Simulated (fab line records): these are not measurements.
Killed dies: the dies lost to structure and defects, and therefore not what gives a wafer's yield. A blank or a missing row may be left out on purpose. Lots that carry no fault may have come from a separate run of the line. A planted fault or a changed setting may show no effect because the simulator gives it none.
fab line records	flow nandHarc
record lots=6	wafers=18	lastDay=33
route steps=1302 shown A_ONON_D2@558 A_CHANNEL_HOLE_D2@570 END@1302
lots that met no fault: from a run of the same line without faults
startH: hours from the record's first day to the start of the lot's first wafer shown	waitH: hours from the lot's prior step to this one	" as in the row above	L1.1+2: one row covering several wafers at once	- no value present, or no start provided	* or withheld: withheld	< > ~ a bound
route shown NAME@n: names a module that has steps shown in the file, with the first one's number in the route	usual: average and standard deviation across the fault-free wafers	same: alike in all rows	chamber/n: place in a boat	sites: the reading at each site	_std_site: standard deviation across them	_edge_site: mean of outer sites minus mean of inner sites	radiusMm: for every site, how far away it sits from the centre of the wafer	mask NAME#n: copy n	behind: the most recent tool/chamber to have shaped the wafer	hold: the reason the lot was held/the length of the hold in hours/how it ended	device: which transistor (n, p or np) failed to switch	end of line: at the end of the route, the tests of the same wafers	where a step has no rows: the recipe by itself	killed: at the first sort, the dies lost to defects and structure; wafer yield is something else	map: shows each die of a wafer: x if killed, . if not, _ if none is there
set.NAME: the setting as run; set.NAME@STEP: as run at that earlier step	model.NAME: the simulator's own value behind a step, which no gauge read
certain route steps with their lots: each step a table, each wafer a row
services: a tool's chamber out of use, with start hour (startH, from the record's first day; less than 0 if before it), hours out, and reason
## steps
# step NHARC_A_ONON_D2_DEP_19
# recipe targetThkA=10000	n2FlowSccm=2750	n2oFlowSccm=2000	nh3FlowSccm=500	sih4FlowSccm=210	tempC=400
# step NHARC_A_ONON_D2_THK_MEAS_21
# recipe thkMeasGauge=ellipsometry
# usual thkNm=999/11
lot.wafer	tool	chamber	startH	waitH	thkNm
L526.4	filmMetro-02	-	287.00	-	998
L526.5	"	-	"	"	997
L526.6	"	-	"	"	998
L532.1	filmMetro-02	-	336.07	-	984
L532.2	"	-	"	"	985
L532.6	"	-	"	"	984
L531.2	filmMetro-01	-	336.08	-	995
L531.3	"	-	"	"	996
L531.6	"	-	"	"	997
L539.2	filmMetro-02	-	406.99	-	1004
L539.5	"	-	"	"	1004
L539.6	"	-	"	"	1004
L544.3	filmMetro-01	-	474.23	-	1018
L544.5	"	-	"	"	1018
L544.6	"	-	"	"	1017
L549.1	filmMetro-02	-	506.86	-	1007
L549.5	"	-	"	"	1007
L549.6	"	-	"	"	1008
# step NHARC_A_ONON_D2_DEP_22
# recipe targetThkA=10000	n2FlowSccm=2750	n2oFlowSccm=2000	nh3FlowSccm=500	sih4FlowSccm=210	tempC=400
# step NHARC_A_ONON_D2_THK_MEAS_24
# recipe thkMeasGauge=ellipsometry
# usual thkNm=998/11
lot.wafer	tool	chamber	startH	waitH	thkNm
L526.4	filmMetro-02	-	287.57	-	1011
L526.5	"	-	"	"	1009
L526.6	"	-	"	"	1008
L532.1	filmMetro-01	-	336.64	-	1008
L532.2	"	-	"	"	1006
L532.6	"	-	"	"	1008
L531.2	filmMetro-02	-	336.65	-	996
L531.3	"	-	"	"	996
L531.6	"	-	"	"	995
L539.2	filmMetro-01	-	407.55	-	1001
L539.5	"	-	"	"	1005
L539.6	"	-	"	"	1003
L544.3	filmMetro-02	-	474.80	-	997
L544.5	"	-	"	"	999
L544.6	"	-	"	"	998
L549.1	filmMetro-02	-	507.42	-	1009
L549.5	"	-	"	"	1008
L549.6	"	-	"	"	1009
# step NHARC_A_ONON_D2_DEP_25
# recipe targetThkA=10000	n2FlowSccm=2750	n2oFlowSccm=2000	nh3FlowSccm=500	sih4FlowSccm=210	tempC=400
# step NHARC_A_ONON_D2_THK_MEAS_27
# recipe thkMeasGauge=ellipsometry
# usual thkNm=1004/11
lot.wafer	tool	chamber	startH	waitH	thkNm
L526.4	filmMetro-01	-	288.16	-	1012
L526.5	"	-	"	"	1013
L526.6	"	-	"	"	1012
L532.1	filmMetro-02	-	337.20	-	1020
L532.2	"	-	"	"	1021
L532.6	"	-	"	"	1019
L531.2	filmMetro-01	-	337.21	-	1016
L531.3	"	-	"	"	1016
L531.6	"	-	"	"	1017
L539.2	filmMetro-01	-	408.12	-	1000
L539.5	"	-	"	"	997
L539.6	"	-	"	"	998
L544.3	filmMetro-02	-	475.37	-	1014
L544.5	"	-	"	"	1016
L544.6	"	-	"	"	1015
L549.1	filmMetro-02	-	507.99	-	1012
L549.5	"	-	"	"	1011
L549.6	"	-	"	"	1008
# step NHARC_A_ONON_D2_DEP_28
# recipe targetThkA=10000	n2FlowSccm=2750	n2oFlowSccm=2000	nh3FlowSccm=500	sih4FlowSccm=210	tempC=400
# step NHARC_A_ONON_D2_THK_MEAS_30
# recipe thkMeasGauge=ellipsometry
# usual thkNm=1000/13
lot.wafer	tool	chamber	startH	waitH	thkNm
L526.4	filmMetro-02	-	288.73	-	1009
L526.5	"	-	"	"	1009
L526.6	"	-	"	"	1008
L532.1	filmMetro-02	-	337.76	-	992
L532.2	"	-	"	"	993
L532.6	"	-	"	"	992
L531.2	filmMetro-01	-	337.78	-	975
L531.3	"	-	"	"	974
L531.6	"	-	"	"	975
L539.2	filmMetro-02	-	408.68	-	1008
L539.5	"	-	"	"	1009
L539.6	"	-	"	"	1008
L544.3	filmMetro-01	-	475.94	-	1014
L544.5	"	-	"	"	1015
L544.6	"	-	"	"	1015
L549.1	filmMetro-02	-	508.55	-	1021
L549.5	"	-	"	"	1021
L549.6	"	-	"	"	1020
# step NHARC_A_ONON_D2_DEP_33
# recipe targetThkA=2000	tempC=400	pressureTorr=6.5	rfW=900	teosFlowSccm=161.4	flowSccm=2650	targetThkNm=200	gas=O2	material=SiO2
# usual heaterPowerW=512/97	mfcPrecursorSccm=161.3/0.43	showerheadVppV=1841/89	throttleValvePct=15.8/0.73
lot.wafer	tool	chamber	startH	waitH	heaterPowerW	mfcPrecursorSccm	showerheadVppV	sinceWetCleanH	throttleValvePct
L526.4	pecvd-03	1	288.93	0.2	405	161.8	1827	-	17.0
L526.6	"	2	"	"	508	161.3	1997	-	16.8
L526.5	"	0	"	"	685	161.9	1856	-	14.9
L532.1	pecvd-03	2	337.82	0.1	421	161.2	1994	140	16.4
L532.2	"	1	"	"	414	160.7	1831	140	16.8
L532.6	"	2	"	"	450	161.5	2014	-	16.3
L531.3	pecvd-01	0	337.83	0.1	582	161.4	1811	14	15.3
L531.2	"	2	"	"	384	161.3	1872	14	14.9
L531.6	"	1	"	"	481	161.1	1776	-	16.3
L539.2	pecvd-03	0	408.74	0.1	731	161.9	1823	30	15.2
L539.6	"	0	"	"	738	161.4	1879	-	15.2
L539.5	"	2	"	"	559	161.5	2038	-	15.5
L544.3	pecvd-02	2	476.08	0.1	471	161.6	1704	55	15.6
L544.6	"	0	"	"	579	161.3	1817	-	14.9
L544.5	"	1	"	"	543	161.3	1860	-	16.0
L549.1	pecvd-01	0	508.61	0.1	477	162.0	1837	3	15.5
L549.6	"	1	"	"	434	161.6	1755	-	16.4
L549.5	"	2	"	"	408	160.8	1893	-	14.5
# step NHARC_A_ONON_D2_THK_MEAS_34
# recipe thkMeasGauge=ellipsometry
# usual thkNm=200.4/2.4
lot.wafer	tool	chamber	startH	waitH	thkNm
L526.4	filmMetro-02	-	289.21	-	203.4
L526.5	"	-	"	"	201.2
L526.6	"	-	"	"	201.9
L532.1	filmMetro-02	-	338.24	-	201.1
L532.2	"	-	"	"	201.5
L532.6	"	-	"	"	203.8
L531.2	filmMetro-01	-	338.25	-	197.8
L531.3	"	-	"	"	196.5
L531.6	"	-	"	"	200.5
L539.2	filmMetro-01	-	409.15	-	200.4
L539.5	"	-	"	"	198.5
L539.6	"	-	"	"	205.1
L544.3	filmMetro-01	-	476.41	-	196.7
L544.5	"	-	"	"	203.6
L544.6	"	-	"	"	200.9
L549.1	filmMetro-02	-	509.01	-	202.1
L549.5	"	-	"	"	203.8
L549.6	"	-	"	"	200.6
# step NHARC_A_ONON_D2_INSPECT_32
# usual rawDefectCount=444/200
lot.wafer	tool	chamber	startH	waitH	rawDefectCount
L526.4	defectInspect-01	-	289.27	0.0	242
L526.5	"	-	"	"	409
L526.6	"	-	"	"	385
L532.1	defectInspect-01	-	338.30	0.0	531
L532.2	"	-	"	"	486
L532.6	"	-	"	"	467
L531.2	defectInspect-02	-	338.31	0.0	376
L531.3	"	-	"	"	237
L531.6	"	-	"	"	441
L539.2	defectInspect-01	-	409.21	0.0	212
L539.5	"	-	"	"	158
L539.6	"	-	"	"	338
L544.3	defectInspect-01	-	476.47	0.0	247
L544.5	"	-	"	"	540
L544.6	"	-	"	"	407
L549.1	defectInspect-01	-	509.08	0.0	617
L549.5	"	-	"	"	468
L549.6	"	-	"	"	881
# step NHARC_A_CHANNEL_HOLE_D2_DEP_00
# recipe targetThkA=31000	tempC=400	material=aC
# usual throttleValvePct=35.000/0.008
lot.wafer	tool	chamber	startH	waitH	throttleValvePct
L526.4	aclDep-03	0	291.06	1.8	34.997
L526.5	"	0	"	"	34.987
L526.6	"	0	"	"	35.003
L532.1	aclDep-02	0	338.37	0.1	34.992
L532.2	"	0	"	"	34.991
L532.6	"	0	339.96	1.7	35.004
L532.1	aclDep-03	0	342.11	3.4	34.990
L532.2	"	0	"	"	35.004
L532.6	"	0	343.70	3.4	34.991
L531.2	aclDep-03	0	338.70	0.4	34.986
L531.3	"	0	"	"	34.986
L531.6	"	0	"	"	35.012
L539.2	aclDep-03	0	412.27	3.1	34.999
L539.5	"	0	"	"	34.994
L539.6	"	0	"	"	34.996
L539.2	aclDep-03	0	416.01	3.4	35.005
L539.5	"	0	"	"	34.994
L539.6	"	0	"	"	35.004
L544.3	aclDep-02	0	479.81	3.3	34.993
L544.5	"	0	"	"	34.999
L544.6	"	0	"	"	34.995
L549.1	aclDep-03	0	509.15	0.1	34.984
L549.5	"	0	510.39	1.3	35.001
L549.6	"	0	"	"	34.988
# step NHARC_A_CHANNEL_HOLE_D2_DEP_01
# recipe targetThkA=1400	targetThkNm=140	tempC=400	pressureTorr=3.5	flowSccm=200	rfW=350	material=SiON
# usual heaterPowerW=741/89	showerheadVppV=1150/48
lot.wafer	tool	chamber	startH	waitH	heaterPowerW	showerheadVppV	sinceWetCleanH
L526.5	pecvd-04	0	292.13	0.4	690	1141	-
L526.6	"	1	"	"	709	1224	-
L526.4	"	2	"	"	919	1174	-
L531.2	pecvd-02	2	340.31	1.3	743	1051	100
L531.3	"	1	"	"	607	1153	100
L531.6	"	0	"	"	695	1135	-
L532.1	pecvd-04	2	344.25	1.8	915	1183	62
L532.2	"	0	"	"	824	1151	62
L532.6	"	2	"	"	776	1210	-
L539.2	pecvd-04	1	417.75	1.4	683	1203	136
L539.5	"	0	"	"	682	1157	-
L539.6	"	1	"	"	707	1209	-
L544.3	pecvd-02	2	481.18	1.0	749	1070	60
L544.5	"	0	"	"	688	1127	-
L544.6	"	2	"	"	768	1057	-
L549.1	pecvd-02	2	511.10	1.6	671	1030	90
L549.6	"	0	"	"	814	1145	-
L549.5	"	2	"	"	676	1059	-
# step NHARC_END_SORT_01
# recipe tempC=25
# usual killedAtArray=55/23	killedAtOther=1.0/1.2	killedAtPeriphery=3.2/2.7	killedDies=59/23	killedOpen=3.1/1.6	killedShort=2.2/1.5
# same grossDies=677
lot.wafer	tool	chamber	startH	waitH	killedAtArray	killedAtOther	killedAtPeriphery	killedDies	killedOpen	killedShort
L532.1	prober-01	0	604.45	2.5	669	0	8	677	3	1
L532.2	prober-01	0	605.25	2.8	671	1	5	677	4	1
L532.6	prober-01	0	608.46	4.0	671	1	5	677	3	0
L539.2	prober-01	0	681.94	2.8	674	2	1	677	2	2
L539.5	prober-01	0	684.35	3.7	674	0	3	677	4	5
L539.6	prober-01	0	685.16	4.0	675	0	2	677	3	1
# killed by level:class
L532.1 A_CHANNEL_HOLE_D2:areaDep=603 A_CHANNEL_HOLE_D1:chamberFilmFlake=31 A_CHANNEL_HOLE_D2:chamberFilmFlake=27 P_M2:chamberFilmFlake=5 A_M1:chamberFilmFlake=3 P_M0:geometricParticle:open=1 A_SOURCE_PLATE:geometricParticle:open=1 A_CHANNEL_FILL_D1:geometricParticle:open=1
L532.2 A_CHANNEL_HOLE_D2:areaDep=596 A_CHANNEL_HOLE_D2:chamberFilmFlake=35 A_CHANNEL_HOLE_D1:chamberFilmFlake=32 A_CHANNEL_HOLE_D1:geometricParticle:open=2 P_M2:chamberFilmFlake=2 A_CONTACT:chamberFilmFlake=2 P_CONTACT:geometricParticle:open=1 A_DECK1_JOINT:geometricParticle:short=1
L532.6 A_CHANNEL_HOLE_D2:areaDep=610 A_CHANNEL_HOLE_D1:chamberFilmFlake=23 A_CHANNEL_HOLE_D2:chamberFilmFlake=23 A_CONTACT:chamberFilmFlake=5 A_M1:chamberFilmFlake=4 A_WL_FILL:geometricParticle:open=2 P_GATE:chamberFilmFlake=2 P_M2:chamberFilmFlake=2
L539.2 A_CHANNEL_HOLE_D2:areaDep=632 A_SLIT:chamberFilmFlake=33 A_CHANNEL_HOLE_D1:chamberFilmFlake=3 A_STAIRCASE:chamberFilmFlake=2 HYBRID_BOND:chamberFilmFlake=2 P_CONTACT:geometricParticle:open=1 A_ONON_D2:geometricParticle:short=1 A_BLC:geometricParticle:open=1
L539.5 A_CHANNEL_HOLE_D2:areaDep=623 A_SLIT:chamberFilmFlake=23 A_CHANNEL_HOLE_D1:chamberFilmFlake=8 A_CONTACT:chamberFilmFlake=6 A_STAIRCASE:chamberFilmFlake=6 P_GATE:geometricParticle:short=1 P_CONTACT:geometricParticle:short=1 A_ONON_D1:geometricParticle:short=1
L539.6 A_CHANNEL_HOLE_D2:areaDep=624 A_SLIT:chamberFilmFlake=37 A_CONTACT:chamberFilmFlake=5 A_STAIRCASE:chamberFilmFlake=4 A_CHANNEL_HOLE_D1:chamberFilmFlake=2 P_STI:geometricParticle:short=1 P_M0:geometricParticle:open=1 A_SGD_CUT:geometricParticle:open=1
# map L532.1 (x killed, . not)
____________x____________
_________xxxxxxx_________
_______xxxxxxxxxxx_______
______xxxxxxxxxxxxx______
_____xxxxxxxxxxxxxxx_____
____xxxxxxxxxxxxxxxxx____
____xxxxxxxxxxxxxxxxx____
___xxxxxxxxxxxxxxxxxxx___
___xxxxxxxxxxxxxxxxxxx___
__xxxxxxxxxxxxxxxxxxxxx__
__xxxxxxxxxxxxxxxxxxxxx__
_xxxxxxxxxxxxxxxxxxxxxxx_
_xxxxxxxxxxxxxxxxxxxxxxx_
_xxxxxxxxxxxxxxxxxxxxxxx_
_xxxxxxxxxxxxxxxxxxxxxxx_
_xxxxxxxxxxxxxxxxxxxxxxx_
xxxxxxxxxxxxxxxxxxxxxxxxx
xxxxxxxxxxxxxxxxxxxxxxxxx
xxxxxxxxxxxxxxxxxxxxxxxxx
xxxxxxxxxxxxxxxxxxxxxxxxx
xxxxxxxxxxxxxxxxxxxxxxxxx
_xxxxxxxxxxxxxxxxxxxxxxx_
_xxxxxxxxxxxxxxxxxxxxxxx_
_xxxxxxxxxxxxxxxxxxxxxxx_
_xxxxxxxxxxxxxxxxxxxxxxx_
_xxxxxxxxxxxxxxxxxxxxxxx_
__xxxxxxxxxxxxxxxxxxxxx__
__xxxxxxxxxxxxxxxxxxxxx__
___xxxxxxxxxxxxxxxxxxx___
___xxxxxxxxxxxxxxxxxxx___
____xxxxxxxxxxxxxxxxx____
____xxxxxxxxxxxxxxxxx____
_____xxxxxxxxxxxxxxx_____
______xxxxxxxxxxxxx______
_______xxxxxxxxxxx_______
_________xxxxxxx_________
____________x____________
# map L539.2 (x killed, . not)
____________x____________
_________xxxxxxx_________
_______xxxxxxxxxxx_______
______xxxxxxxxxxxxx______
_____xxxxxxxxxxxxxxx_____
____xxxxxxxxxxxxxxxxx____
____xxxxxxxxxxxxxxxxx____
___xxxxxxxxxxxxxxxxxxx___
___xxxxxxxxxxxxxxxxxxx___
__xxxxxxxxxxxxxxxxxxxxx__
__xxxxxxxxxxxxxxxxxxxxx__
_xxxxxxxxxxxxxxxxxxxxxxx_
_xxxxxxxxxxxxxxxxxxxxxxx_
_xxxxxxxxxxxxxxxxxxxxxxx_
_xxxxxxxxxxxxxxxxxxxxxxx_
_xxxxxxxxxxxxxxxxxxxxxxx_
xxxxxxxxxxxxxxxxxxxxxxxxx
xxxxxxxxxxxxxxxxxxxxxxxxx
xxxxxxxxxxxxxxxxxxxxxxxxx
xxxxxxxxxxxxxxxxxxxxxxxxx
xxxxxxxxxxxxxxxxxxxxxxxxx
_xxxxxxxxxxxxxxxxxxxxxxx_
_xxxxxxxxxxxxxxxxxxxxxxx_
_xxxxxxxxxxxxxxxxxxxxxxx_
_xxxxxxxxxxxxxxxxxxxxxxx_
_xxxxxxxxxxxxxxxxxxxxxxx_
__xxxxxxxxxxxxxxxxxxxxx__
__xxxxxxxxxxxxxxxxxxxxx__
___xxxxxxxxxxxxxxxxxxx___
___xxxxxxxxxxxxxxxxxxx___
____xxxxxxxxxxxxxxxxx____
____xxxxxxxxxxxxxxxxx____
_____xxxxxxxxxxxxxxx_____
______xxxxxxxxxxxxx______
_______xxxxxxxxxxx_______
_________xxxxxxx_________
____________x____________
## services
tool	chamber	startH	hours	kind
pecvd-04	-	269.00	13.0	pm
pecvd-03	2	274.22	9.9	repair
aclDep-03	-	297.73	13.0	pm
pecvd-01	-	311.21	13.0	pm
pecvd-04	2	314.52	21.2	repair
pecvd-01	-	347.28	0.4	repair
pecvd-04	1	358.03	17.4	repair
pecvd-01	-	364.87	0.7	repair
pecvd-03	-	366.14	13.0	pm
pecvd-01	-	375.38	1.4	repair
pecvd-04	1	381.53	7.2	repair
pecvd-02	-	408.39	13.0	pm
pecvd-02	0	408.39	13.0	ventCycle
pecvd-02	1	408.39	13.0	ventCycle
pecvd-02	2	408.39	13.0	ventCycle
pecvd-02	0	421.39	-	clean
pecvd-02	1	421.39	-	clean
pecvd-02	2	421.39	-	clean
aclDep-02	-	423.60	13.0	pm
pecvd-01	-	426.63	0.7	repair
pecvd-04	-	431.79	0.4	repair
pecvd-04	-	450.26	13.0	pm
aclDep-03	-	481.09	13.0	pm
pecvd-01	-	492.21	13.0	pm
## key
firstSign step=NHARC_A_CHANNEL_HOLE_D2_DEP_00	reading=visit	direction=added
effect step=NHARC_END_SORT_01	reading=killedAtArray	direction=up	sigmas=27	usual=55	struck=672
moreKillsBornAt NHARC_A_CHANNEL_HOLE_D2_DEP_00@aclDep-03=3688
metAt NHARC_A_CHANNEL_HOLE_D2_DEP_00
struckWafers L532.1,L532.2,L532.6,L539.2,L539.5,L539.6
laterRowsLeftOut L532.1,L532.2,L532.6,L539.2,L539.5,L539.6
testerLeftOut L532,L539
fault kind=repeatedStepWhole	tool=aclDep-01,aclDep-02,aclDep-03	chamber=-	onsetH=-	steps=NHARC_A_CHANNEL_HOLE_D2_DEP_00	times=1	scope=struckLotsOnly
# testerLeftOut: of these lots the tester's yield and bins aren't shown, on N5 and GAA mostly nor the transistor test; their killed dies are dies lost to structure and defects alone, not to doping, threshold or leakage, so they don't give the yield
# laterRowsLeftOut: the simulator's readings of these wafers behind a module that went badly wrong aren't trusted and aren't shown, but for the sort
